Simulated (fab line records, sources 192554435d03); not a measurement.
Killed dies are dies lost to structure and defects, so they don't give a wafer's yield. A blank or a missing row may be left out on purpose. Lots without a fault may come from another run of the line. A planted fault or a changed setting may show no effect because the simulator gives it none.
Chamber matching | flow n5_finfet | N5_BEOL_M11_CMP_52 on cmp-04: 4 sister chambers
The step polishes, stops on SiCOH lowk, t overpolish 7 s, target thk 140 nm. 4 wafers are shown with their chamber, then 10 later ones without.

WAFERS WITH THEIR CHAMBER
wafer  | chamber | motor_current_A (A)
L079.4 | 1       | 5.9
L083.4 | 2       | 6.9
L087.1 | 3       | 6.2
L087.5 | 0       | 5.7

WAFERS WITHOUT THEIR CHAMBER
wafer  | motor_current_A (A)
L087.6 | 5.9
L088.1 | 5.6
L088.2 | 5.8
L088.3 | 6.7
L092.2 | 5.9
L092.3 | 5.8
L092.4 | 5.5
L090.2 | 6.9
L090.3 | 6.2
L090.6 | 5.9

WHICH CHAMBER EACH WENT THROUGH
wafer  | from the rows above     | in truth
L087.6 | can't be placed: 1 or 0 | 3
L088.1 | can't be placed: 0 or 1 | 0
L088.2 | can't be placed: 0 or 1 | 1
L088.3 | 2                       | 2
L092.2 | can't be placed: 1 or 0 | 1
L092.3 | can't be placed: 0 or 1 | 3
L092.4 | can't be placed: 0 or 1 | 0
L090.2 | 2                       | 2
L090.3 | 3                       | 3
L090.6 | can't be placed: 1 or 0 | 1
Placed correctly: 3 of 10. Can't be placed from these rows: 7 (the true chamber is among the candidates in 5). Placed wrongly: 0.
How it was worked out, from the rows above alone: a wafer's distance from a chamber is the root of the sum, over the readings, of the square of ((its reading less the chamber's mean) divided by the reading's scatter). The wafer belongs to the nearest chamber; if the next one is less than 2 further off, it can't be placed. A chamber's mean is the mean of its shown wafers. The scatter: with one shown wafer a chamber, the root of the mean of the squares of how far each hidden wafer lies from its nearest shown one.
